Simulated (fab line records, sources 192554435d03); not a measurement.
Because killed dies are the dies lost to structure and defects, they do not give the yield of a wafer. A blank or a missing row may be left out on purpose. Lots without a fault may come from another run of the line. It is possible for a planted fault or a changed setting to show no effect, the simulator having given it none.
Comparing a struck lot with a sound one ; flow n5-finfet ; 38 steps out of a route of 1938
Sound: the wafers L448.1, L448.3, L448.6. Wafers struck: L443.4, L443.5, L443.6. The cause is given at the end.
For every step that has rows: the tool of each side, followed by ch and its chambers, followed by its first start. Under that, the readings that differ: sound wafers ; struck wafers ; difference of the means ; sigmas: that difference in standard deviations of wafers without a fault.
alike: a reading whose means differ by less than 2 such deviations, as well as words and numbers matching on both sides. not compared: withheld readings; readings where some wafer has no value; bounds like >300 that might hide an equal value; numbers whose values overlap and for which the record gives no deviation.
A row with sigmas, a row that says differs or no value, or rows on one side alone: a step with any of these is where the two part. Numbers that have no deviation but don't overlap get no sigmas and don't part them. A reading that every wafer of one side lacks parts them only if that side has two wafers or more.

first, 12 steps without rows for these wafers: N5_GATE_CUT_STRIP_39 (strips in N2/H2); N5_GATE_CUT_HM_OPEN_40 (chemistry C4F6/O2, target SiO2, target depth 139 nm, time 85.1 s); N5_GATE_CUT_STRIP_41 (strips in CF4); N5_GATE_CUT_STRIP_42 (strips in O2); N5_GATE_CUT_ETCH_19 (etches SiNx in CH3F/O2, target depth 53.7 nm, time 76.7 s); N5_GATE_CUT_CUT_ETCH_53 (etches W in SF6/Cl2, target depth 79.2 nm); N5_GATE_CUT_CUT_ETCH_54 (etches TiN in Cl2/BCl3, target depth 96.7 nm); N5_GATE_CUT_CUT_ETCH_55 (etches HfO2 in BCl3, target depth 3.2 nm); N5_GATE_CUT_ETCH_47 (etches SiO2 in Cl2/BCl3, target depth 10 nm); N5_GATE_CUT_VAPOR_ETCH_48 (etches TiN in BCl3/Cl2); N5_GATE_CUT_VAPOR_ETCH_49 (etches TiAlC in BCl3/Cl2); N5_GATE_CUT_VAPOR_ETCH_51 (etches HfO2 in BCl3/Cl2).
N5_GATE_CUT_STRIP_21: strips in N2/H2, time 30 s.
  sound on plasma-asher-02 ch 0,1, day 10 12:02; struck on plasma-asher-01 ch 0,1, day 9 00:48
  no value came back on the struck wafers for any of 5 readings (drypump-motor-current-A (A), h2-flow-sccm (sccm) and others); on the sound wafers drypump-motor-current-A (A) reads 5.7 5.7 5.0
  not compared: rf-hours-counter-h
then, 23 steps without rows for these wafers: N5_GATE_CUT_STRIP_29 (strips in post etch residue remover, time 60 s); N5_GATE_CUT_SRD_52 (time 30 s); N5_GATE_CUT_ALD_22 (deposits SiNx, target thk 16 nm, pulse time 1 s, ald cycles 320); N5_GATE_CUT_CMP_23 (polishes, stops on SiO2, t overpolish 23.4 s, target thk 16 nm); N5_GATE_CUT_CMP_43 (polishes SiO2); N5_GATE_CUT_CMP_61 (polishes, stops on SiNx, t overpolish 3 s); N5_MOL_CONTACT_COAG_COAT_103 (time 60 s, resist thk 80 nm); N5_MOL_CONTACT_COAG_COAT_104 (time 60 s, resist thk 12 nm); N5_MOL_CONTACT_COAG_COAT_58 (time 60 s, resist thk 10 nm); N5_MOL_CONTACT_COAG_COAT_02 (resist thk 30 nm); N5_MOL_CONTACT_COAG_EBR_04; N5_MOL_CONTACT_COAG_SOFTBAKE_03 (time 60 s); N5_MOL_CONTACT_COAG_EXPOSE_05 (exposes mask CA, defocus 0 nm); N5_MOL_CONTACT_COAG_PEB_06 (peb time 60 s); N5_MOL_CONTACT_COAG_DEVELOP_07 (develop time 30 s); N5_MOL_CONTACT_COAG_DESCUM_13 (chemistry O2, time 7 s); N5_MOL_CONTACT_COAG_ETCH_59 (etches underlayer in N2/H2, target depth 13 nm, time 10.4 s); N5_MOL_CONTACT_COAG_ETCH_105 (etches SiARC in CF4, target depth 15.6 nm, time 26 s); N5_MOL_CONTACT_COAG_ETCH_106 (etches SOC in N2/H2, target depth 80 nm, overetch 16 nm, time 120 s); N5_MOL_CONTACT_COAG_STRIP_107 (strips in N2/H2); N5_MOL_CONTACT_COAG_STRIP_108 (strips in N2/H2); N5_MOL_CONTACT_COAG_CONTACT_ETCH_14 (etches SiO2 in C4F6/O2, target depth 27.5 nm, overetch 8.5 nm, time 20 s); N5_MOL_CONTACT_COAG_STRIP_109 (strips in C4F6/O2).
-- record jumps: 3 days separate the struck wafers' starts on either side; left off in module MOL_CONTACT_COAG, taken up again in module BEOL_M4, whose first shown step is the route's number 1111 --
N5_BEOL_M4_RC_MEAS_101:
  sound on prober-01 ch 0, day 13 17:56; struck on prober-01 ch 0, day 11 22:43
reading;sound;struck;difference;sigmas
DIBL_N (mV/V);40.2 39.1 40.0;36.8 37.0 35.5;-3.3;-2
IOFF_P (nA/um);0.29 0.26 0.29;0.19 0.20 0.18;-0.09;-3
VT_P (mV);-243 -245 -245;-253 -253 -255;-9;-3
  alike: DIBL_P, IOFF_N, ION_N, ION_P, SS_N, SS_P, VT_N
-- the record jumps here: 5 days lie between the struck wafers' starts before and after (it left off in module BEOL_M4 and takes up again in module PASSIVATION, whose first step shown is number 1936 of the route) --
N5_PASSIVATION_PROBE_49:
  only the struck wafers here have rows in the record (prober-02, day 16 22:14); the sound ones have none

WHERE THEY PART
First at N5_GATE_CUT_STRIP_21; last, within this record, at N5_PASSIVATION_PROBE_49.

WHY: the cause the simulator had injected
At N5_GATE_CUT_STRIP_21, the step was skipped entirely on plasma-asher-01 from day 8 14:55 on. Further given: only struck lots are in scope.
